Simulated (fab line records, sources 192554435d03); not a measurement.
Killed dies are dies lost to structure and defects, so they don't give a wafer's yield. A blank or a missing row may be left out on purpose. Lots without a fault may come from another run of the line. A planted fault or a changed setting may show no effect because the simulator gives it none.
fab line records | flow n5_finfet
record lots=7 wafers=20 last_day=14
route steps=1938 shown BEOL_M3@953
lots that met no fault: from a run of the same line without faults
start_h: hours from the record's first day to the start of the lot's first wafer shown | wait_h: hours since the lot's step before | " the same as in the row above | L1.1+2: a row that stands for several wafers | - no value, or no start given | * or withheld: withheld | < > ~ a bound
route shown NAME@n: a module of which the file shows steps, and the number in the route of the first | usual: mean/standard deviation of fault-free wafers | same: alike in all rows | chamber/n: place in a boat | sites: the reading at each site | _std_site: their standard deviation | _edge_site: outer sites' mean less inner sites' | radius_mm: how far each site lies from the wafer's centre | mask NAME#n: copy n | behind: the tool/chamber that last shaped the wafer | hold: why the lot was held/for how many hours/how that ended | device: the transistor (n, p or np) that didn't switch | end of line: the same wafers' tests at the end of the route | a step without rows: its recipe alone | killed: dies lost to structure and defects at the first sort, not the wafer's yield | map: a wafer's dies, x killed, . not, _ none there
set.NAME: the setting as run; set.NAME@STEP: as run at that earlier step | model.NAME: the simulator's own value behind a step, which no gauge read
lots at some steps of the route; a table a step, a row a wafer
services: from which hour (start_h, from the record's first day; less than 0 if before it) a tool's chamber was out of use, for how many hours, and why
## steps
# step N5_BEOL_M3_STRIP_66
# recipe chemistry=CF4 resist=SiARC power_w=300 bias_power_w=75 pressure_mtorr=50 cf4_flow_sccm=150 rf_frequency_hz=6e+07
# usual drypump_motor_current_A=5.6/0.54 oes_product_au=0.78/0.071 rf_vpp_V=271.1/1.8 showerhead_plenum_p_Torr=1.79/0.068 throttle_valve_pct=13.53/0.22
# columns lot.wafer tool chamber start_h wait_h drypump_motor_current_A oes_product_au rf_hours_counter_h rf_vpp_V showerhead_plenum_p_Torr throttle_valve_pct
L117.1 rie_diel-05 3 143.17 0.0 5.8 0.71 201 271.1 1.85 13.40
L117.5 " 0 " " 5.6 0.76 - 267.3 1.68 13.50
L117.6 " 3 " " 5.8 0.71 - 272.3 1.85 13.40
L122.1 rie_diel-05 1 173.65 0.0 6.1 0.83 57 273.2 1.90 13.38
L122.2 " 0 " " 5.6 0.76 117 267.8 1.67 13.51
L122.4 " 3 " " 5.8 0.71 209 272.2 1.84 13.44
L126.1 rie_diel-03 2 189.22 0.0 5.1 0.76 160 268.7 1.73 13.69
L126.2 " 3 " " 5.4 0.70 232 273.2 1.85 13.68
L126.3 " 1 " " 6.1 0.88 43 270.9 1.76 13.38
L130.1 rie_diel-01 2 214.72 0.0 5.0 0.68 244 270.8 1.78 14.16
L130.4 " 0 " " 4.9 0.85 - 272.5 1.81 13.50
L137.1 rie_diel-01 2 258.47 0.0 5.0 0.99 3 270.9 1.78 13.60
L137.4 " 3 " " 5.3 0.68 228 270.1 1.71 13.67
L137.6 " 0 " " 4.9 0.83 - 271.9 1.80 13.54
L138.3 rie_diel-01 1 265.53 0.0 5.8 0.81 69 272.0 1.81 13.56
L138.5 " 0 " " 4.9 0.83 - 271.3 1.80 13.55
L138.6 " 3 " " 5.3 0.68 - 270.4 1.71 13.70
L139.1 rie_diel-03 3 277.36 0.0 5.4 0.94 3 271.7 1.84 13.15
L139.5 " 0 " " 5.9 0.71 - 270.6 1.78 13.75
L139.6 " 1 " " 6.1 0.83 - 270.6 1.75 13.47
# step N5_BEOL_M3_HM_OPEN_17
# recipe chemistry=Cl2/BCl3 target_depth_a=200 overetch_a=60 target=TiN mask_material=SOC ion_energy_ev=150 pressure_mtorr=10 icp_w=1000 bias_w=126 Cl2_flow_sccm=53.25 bcl3_flow_sccm=21.75 Ar_flow_sccm=25
# usual drypump_motor_current_A=5.7/0.4 mfc_ar_sccm=25.00/0.073 oes_product_au=0.66/0.085 throttle_valve_pct=22.20/0.28
# columns lot.wafer tool chamber start_h wait_h drypump_motor_current_A mfc_ar_sccm oes_product_au rf_hours_counter_h throttle_valve_pct
L117.1 rie_metal-02 0 143.21 0.0 5.9 24.94 0.56 97 22.28
L117.5 " 1 " " 5.3 25.00 0.68 - 22.45
L117.6 " 0 " " 5.9 24.95 0.55 - 22.29
L122.1 rie_metal-02 0 173.69 0.0 5.9 25.02 0.54 100 22.34
L122.2 " 1 " " 5.3 25.00 0.65 41 22.49
L122.4 " 1 " " 5.3 25.04 0.66 - 22.47
L126.1 rie_metal-02 0 189.26 0.0 5.9 25.02 0.55 101 22.32
L126.2 " 1 " " 5.3 25.01 0.67 42 22.45
L126.3 " 1 " " 5.3 25.07 0.67 - 22.46
L130.1 rie_metal-01 1 214.76 0.0 6.5 24.91 0.59 75 22.27
L130.4 " 1 " " 6.5 25.10 0.59 - 22.29
L137.1 rie_metal-03 1 258.51 0.0 5.7 24.89 0.75 11 21.65
L137.4 " 1 " " 5.7 25.02 0.75 - 21.66
L137.6 " 1 " " 5.7 25.00 0.75 - 21.66
L138.3 rie_metal-01 0 265.60 0.1 5.4 25.03 0.72 - 22.08
L138.5 " 0 " " 5.4 24.93 0.72 - 22.06
L138.6 " 1 " " 6.5 24.95 0.58 - 22.30
L139.1 rie_metal-03 0 277.40 0.0 5.8 24.93 0.60 82 22.49
L139.5 " 1 " " 5.7 24.87 0.74 - 21.64
L139.6 " 0 " " 5.7 24.91 0.60 - 22.48
# step N5_BEOL_M3_STRIP_19
# recipe chemistry=O2 power_w=400 temp_c=40 pressure_mtorr=30 rf_frequency_hz=6e+07 bias_power_w=0 overash_fraction=0.2 o2_flow_sccm=225
# usual drypump_motor_current_A=5.6/0.5 oes_product_au=0.78/0.078 rf_vpp_V=3.6/0.47 showerhead_plenum_p_Torr=2.10/0.083 throttle_valve_pct=16.65/0.19
# columns lot.wafer tool chamber start_h wait_h drypump_motor_current_A oes_product_au rf_hours_counter_h rf_vpp_V showerhead_plenum_p_Torr throttle_valve_pct
L117.1 rie_diel-03 0 143.32 0.1 5.9 0.74 153 4.5 2.11 16.83
L117.5 " 2 " " 5.1 0.77 - 3.1 2.02 16.70
L117.6 " 3 " " 5.4 0.72 - 3.8 2.18 16.78
L122.1 rie_diel-05 2 173.80 0.1 6.7 0.81 101 3.0 2.20 16.24
L122.2 " 0 " " 5.6 0.77 117 3.3 1.96 16.70
L122.4 " 3 " " 5.8 0.69 209 3.8 2.18 16.56
L126.1 rie_diel-05 3 189.37 0.1 5.8 0.70 212 3.7 2.18 16.56
L126.2 " 2 " " 6.8 0.82 105 3.2 2.20 16.25
L126.3 " 1 " " 6.1 0.83 61 4.0 2.21 16.41
L130.1 rie_diel-03 3 214.98 0.2 5.4 0.70 241 4.4 2.17 16.80
L130.4 " 1 " " 6.1 0.90 52 2.6 2.04 16.48
L137.1 rie_diel-03 2 258.62 0.1 5.1 0.74 183 3.1 2.01 16.75
L137.4 " 2 " " 5.0 0.74 - 3.8 2.01 16.75
L137.6 " 0 " " 5.9 0.71 - 3.6 2.10 16.89
L138.3 rie_diel-05 1 265.71 0.1 6.1 0.80 84 3.4 2.20 16.44
L138.5 " 0 " " 5.6 0.75 - 3.9 1.95 16.77
L138.6 " 3 " " 5.8 0.68 - 3.8 2.17 16.61
L139.1 rie_diel-03 0 277.57 0.1 5.9 0.71 194 2.6 2.09 16.91
L139.5 " 2 " " 5.0 0.73 - 4.7 2.01 16.78
L139.6 " 1 " " 6.1 0.86 - 3.4 2.03 16.52
# step N5_BEOL_M3_CD_MEAS_18
# recipe pitch_nm=36 target_cd_nm=18
# usual cd_nm=17.9/0.32
# columns lot.wafer tool chamber start_h wait_h cd_nm
L117.1 cd_sem-03 - 143.39 0.0 17.8
L117.5 " - " " 18.1
L117.6 " - " " 17.7
L122.1 cd_sem-01 - 173.87 0.0 17.8
L122.2 " - " " 18.1
L122.4 " - " " 18.2
L126.1 cd_sem-02 - 189.44 0.0 17.8
L126.2 " - " " 18.2
L126.3 " - " " 17.8
L130.1 cd_sem-01 - 215.05 0.0 17.1
L130.4 " - " " 18.1
L137.1 cd_sem-03 - 258.69 0.0 18.1
L137.4 " - " " 18.1
L137.6 " - " " 18.1
L138.3 cd_sem-02 - 265.78 0.1 18.2
L138.5 " - " " 17.7
L138.6 " - " " 18.1
L139.1 cd_sem-03 - 277.64 0.0 18.1
L139.5 " - " " 17.3
L139.6 " - " " 17.4
# step N5_BEOL_M3_COAT_67
# recipe resist=SOC temp_c=250 time_s=60 spin_rpm=1500 resist_thk_nm=60
# step N5_BEOL_M3_COAT_68
# recipe resist=SiARC temp_c=220 time_s=60 spin_rpm=1500 resist_thk_nm=12
# step N5_BEOL_M3_COAT_76
# recipe resist=underlayer temp_c=205 time_s=60 spin_rpm=1500 resist_thk_nm=5
# step N5_BEOL_M3_COAT_22
# recipe resist=CAR-EUV spin_rpm=1500 resist_thk_nm=30
# step N5_BEOL_M3_EBR_24
# recipe solvent=PGMEA ebr_width_mm=1.5
# step N5_BEOL_M3_SOFTBAKE_23
# recipe temp_c=110 time_s=60 resist=CAR-EUV
# step N5_BEOL_M3_EXPOSE_25
# recipe mask_id=V2 na=0.33 source_shape=quasar sigma_inner=0.2 sigma_outer=0.8 polarization=unpolarized defocus_nm=5 dose_mj=63
# step N5_BEOL_M3_PEB_26
# recipe peb_temp_c=100 peb_time_s=60 resist=CAR-EUV
# step N5_BEOL_M3_DEVELOP_27
# recipe develop_time_s=30 developer=TMAH resist=CAR-EUV rinse_liquid=surfactant_rinse dry=air_spin dev_temp_c=23
# usual chill_plate_temp_C=23.01/0.099 develop_time_s=30/0
# columns lot.wafer tool chamber start_h wait_h chill_plate_temp_C develop_time_s model.CAR-EUV_of_BEOL_M3_COAT_22.thk_nm
L117.1 litho_track-03 0 143.78 - 23.02 30 29.6
L117.5 " 0 " " 22.99 30 29.6
L117.6 " 0 " " 22.96 30 29.6
L122.1 litho_track-03 0 174.25 - 23.25 30 29.6
L122.2 " 0 " " 23.17 30 29.6
L122.4 " 0 " " 23.14 30 29.6
L126.1 litho_track-05 0 189.83 - 22.99 30 29.6
L126.2 " 0 " " 23.05 30 29.6
L126.3 " 0 " " 22.90 30 29.6
L130.1 litho_track-05 0 215.31 - 22.94 30 29.6
L130.4 " 0 " " 22.89 30 29.6
L137.1 litho_track-05 - 259.07 - - - 30
L137.4 " - " " - - 30
L137.6 " - " " - - 30
L138.3 litho_track-04 - 266.17 - - - 30
L138.5 " - " " - - 30.2
L138.6 " - " " - - 30
L139.1 litho_track-03 - 277.90 - - - 30
L139.5 " - " " - - 30
L139.6 " - " " - - 30
# step N5_BEOL_M3_CD_MEAS_28
# recipe target_cd_nm=25.7 landing_energy_ev=500 detector=se_inlens target_cd_y_nm=23.3 polarity=opening
# usual cd_nm=25.68/0.24
# columns lot.wafer tool chamber start_h wait_h cd_nm
L117.1 cd_sem-03 0 143.84 - 25.37
L117.5 " 0 " " 26.11
L117.6 " 0 " " 26.13
L122.1 cd_sem-01 0 174.31 - 25.90
L122.2 " 0 " " 25.44
L122.4 " 0 " " 26.13
L126.1 cd_sem-02 0 189.89 - 25.85
L126.2 " 0 " " 25.53
L126.3 " 0 " " 25.78
L130.1 cd_sem-03 0 215.37 - 25.83
L130.4 " 0 " " 25.87
L137.1 cd_sem-03 0 259.13 - -
L137.4 " 0 " " -
L137.6 " 0 " " -
L138.3 cd_sem-03 0 266.23 - -
L138.5 " 0 " " -
L138.6 " 0 " " -
L139.1 cd_sem-03 0 277.97 - -
L139.5 " 0 " " -
L139.6 " 0 " " -
## services
# columns tool chamber start_h hours kind
rie_metal-03 1 120.69 - clean
rie_metal-03 1 120.69 21.9 scheduled_down
rie_metal-03 1 120.69 21.9 vent_cycle
rie_diel-01 1 140.00 12.9 repair
rie_metal-02 - 150.85 2.8 pm
rie_diel-05 - 159.79 0.5 repair
litho_track-05 - 174.79 - consumable_replace:filter
rie_diel-03 0 181.89 7.9 repair
litho_track-05 - 190.91 - consumable_replace:filter
rie_diel-01 - 191.85 2.8 pm
rie_diel-01 3 211.88 14.8 repair
rie_metal-01 1 225.19 7.6 repair
rie_diel-01 2 230.42 - clean
rie_diel-01 2 230.42 - consumable_replace:focus_ring
rie_diel-01 2 230.42 13.2 scheduled_down
rie_diel-01 2 230.42 13.2 vent_cycle
rie_diel-03 3 232.01 2.0 repair
litho_track-05 - 239.93 - consumable_replace:filter
rie_diel-03 3 245.09 - clean
rie_diel-03 3 245.09 - consumable_replace:focus_ring
rie_diel-03 3 245.09 17.9 scheduled_down
rie_diel-03 3 245.09 17.9 vent_cycle
rie_diel-03 3 266.40 4.3 repair
rie_metal-02 0 273.31 12.5 repair
## key
first_sign step=N5_BEOL_M3_DEVELOP_27 reading=tool_record direction=missing
effect none on later readings
model_effect step=N5_BEOL_M3_DEVELOP_27 value=CAR-EUV_of_BEOL_M3_COAT_22.thk_nm without=29.56 struck=30.02
met_at N5_BEOL_M3_DEVELOP_27
struck_wafers L137.1,L137.4,L137.6,L138.3,L138.5,L138.6,L139.1,L139.5,L139.6
later_rows_left_out L137.1,L137.4,L137.6,L138.3,L138.5,L138.6,L139.1,L139.5,L139.6
sort_left_out L137.1,L137.4,L137.6,L138.3,L138.5,L138.6,L139.1,L139.5,L139.6
onset_between 215.31 259.07
fault kind=skipped_step_whole tool=litho_track-03,litho_track-04,litho_track-05 chamber=- onset_h=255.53 steps=N5_BEOL_M3_DEVELOP_27 scope=struck_lots_only
# sort_left_out: the simulated sort isn't trusted on such a fault, so these wafers' sort isn't shown, and their yield isn't known
# later_rows_left_out: the simulator's readings of these wafers behind a module that went badly wrong aren't trusted and aren't shown, but for the sort
